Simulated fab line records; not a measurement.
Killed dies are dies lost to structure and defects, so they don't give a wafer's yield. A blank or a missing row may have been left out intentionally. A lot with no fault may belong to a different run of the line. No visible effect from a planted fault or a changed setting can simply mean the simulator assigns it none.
Struck lot and sound lot, side by side    flow n5Finfet    17 out of 1938 route steps
Sound: these wafers, L177.1, L177.4, L177.6. Struck: wafer L188.1. (L188.5 of the same lot was not struck and is left out.) The cause comes at the end.
For every step that has rows: the tool of each side, followed by ch and its chambers, followed by its first start. Under that, the readings that differ: sound wafers    struck wafers    difference of the means    sigmas: that difference in standard deviations of wafers without a fault.
alike: readings with means less than 2 such deviations apart, plus words and numbers identical on both sides. not compared: withheld readings, readings lacking a value on some wafer, bounds such as >300 that could conceal the same value, and numbers that have no deviation in the record and whose values overlap.
A row with sigmas, a row that says differs or no value, or rows on one side alone: a step with any of these is where the two part. Numbers that have no deviation but don't overlap get no sigmas and don't part them. A reading missing from all wafers of one side parts the sides only when that side holds two or more wafers.

first, 9 steps without rows for these wafers: N5_BEOL_M7_COAT_63 (time 60 s, resist thk 60 nm); N5_BEOL_M7_COAT_64 (time 60 s, resist thk 12 nm); N5_BEOL_M7_COAT_71 (time 60 s, resist thk 5 nm); N5_BEOL_M7_COAT_22 (resist thk 30 nm); N5_BEOL_M7_EBR_24; N5_BEOL_M7_SOFTBAKE_23 (time 60 s); N5_BEOL_M7_EXPOSE_25 (exposes mask V6, target cd 40 nm); N5_BEOL_M7_PEB_26 (peb time 60 s); N5_BEOL_M7_DEVELOP_27 (develop time 30 s).
N5_BEOL_M7_CD_MEAS_28: target cd 40 nm.
  sound on cdSem-02 ch 0, day 11 05:16; struck on cdSem-02 ch 0, day 13 11:28
  alike: cdNm
N5_BEOL_M7_OVL_MEAS_29:
  sound on overlay-02 ch 0, day 11 05:17; struck on overlay-02 ch 0, day 13 11:29
  alike: V6_OVL
N5_BEOL_M7_INSPECT_30: inspects for defects (brightfield).
  struck on defectInspect-01, day 13 11:33; sound on defectInspect-01, day 11 05:21
  alike: rawDefectCount
N5_BEOL_M7_DESCUM_33: chemistry O2, time 7 s.
  sound on rieDiel-05 ch 0,3, day 11 05:25; struck on rieDiel-03 ch 3, day 13 11:45
reading                                      sound     struck  difference  sigmas
model.CAR-EUV_of_BEOL_M7_COAT_22.thkNm (nm)  26 26 26  27.4    +1.4        
  alike: biasPowerW, drypumpMotorCurrentA, oesProductAu, rfVppV, showerheadPlenumPTorr, throttleValvePct
  not compared: rfHoursCounterH
N5_BEOL_M7_ETCH_72: etches underlayer in N2/H2, target depth 6.5 nm, time 5.2 s.
  sound on rieDiel-05 ch 0,3, day 11 05:27; struck on rieDiel-03 ch 3, day 13 11:47
  alike: drypumpMotorCurrentA, etchRfOnTimeS, oesProductAu, rfVppV, showerheadPlenumPTorr, throttleValvePct
  not compared: rfHoursCounterH, model.BEOL_M7.cdNm
N5_BEOL_M7_ETCH_65: etches SiARC in CF4, target depth 15.6 nm, time 26 s.
  sound on rieDiel-05 ch 0,3, day 11 05:28; struck on rieDiel-03 ch 3, day 13 11:48
reading                                      sound         struck  difference  sigmas
model.CAR-EUV_of_BEOL_M7_COAT_22.thkNm (nm)  11.2 11 11.2  12.4    +1.3        
  alike: drypumpMotorCurrentA, etchRfOnTimeS, oesProductAu, rfVppV, showerheadPlenumPTorr, throttleValvePct
  not compared: rfHoursCounterH
N5_BEOL_M7_ETCH_66: etches SOC in N2/H2, target depth 80 nm, overetch 16 nm, time 120 s.
  sound on rieDiel-05 ch 0,3, day 11 05:30; struck on rieDiel-03 ch 3, day 13 11:50
  alike: drypumpMotorCurrentA, oesProductAu, rfVppV, showerheadPlenumPTorr, throttleValvePct
  not compared: rfHoursCounterH
-- here the record skips 3 days between the struck wafers' starts before and after, leaving off in module BEOL_M7 and picking up in module PASSIVATION (first step shown: number 1936 of the route) --
N5_PASSIVATION_PROBE_49:
  only the struck wafers here have rows in the record (prober-01, day 16 18:17); the sound ones have none

## WHERE THEY PART
At N5_PASSIVATION_PROBE_49 and nowhere else, as far as this record goes.

WHY: whatever the simulator had introduced
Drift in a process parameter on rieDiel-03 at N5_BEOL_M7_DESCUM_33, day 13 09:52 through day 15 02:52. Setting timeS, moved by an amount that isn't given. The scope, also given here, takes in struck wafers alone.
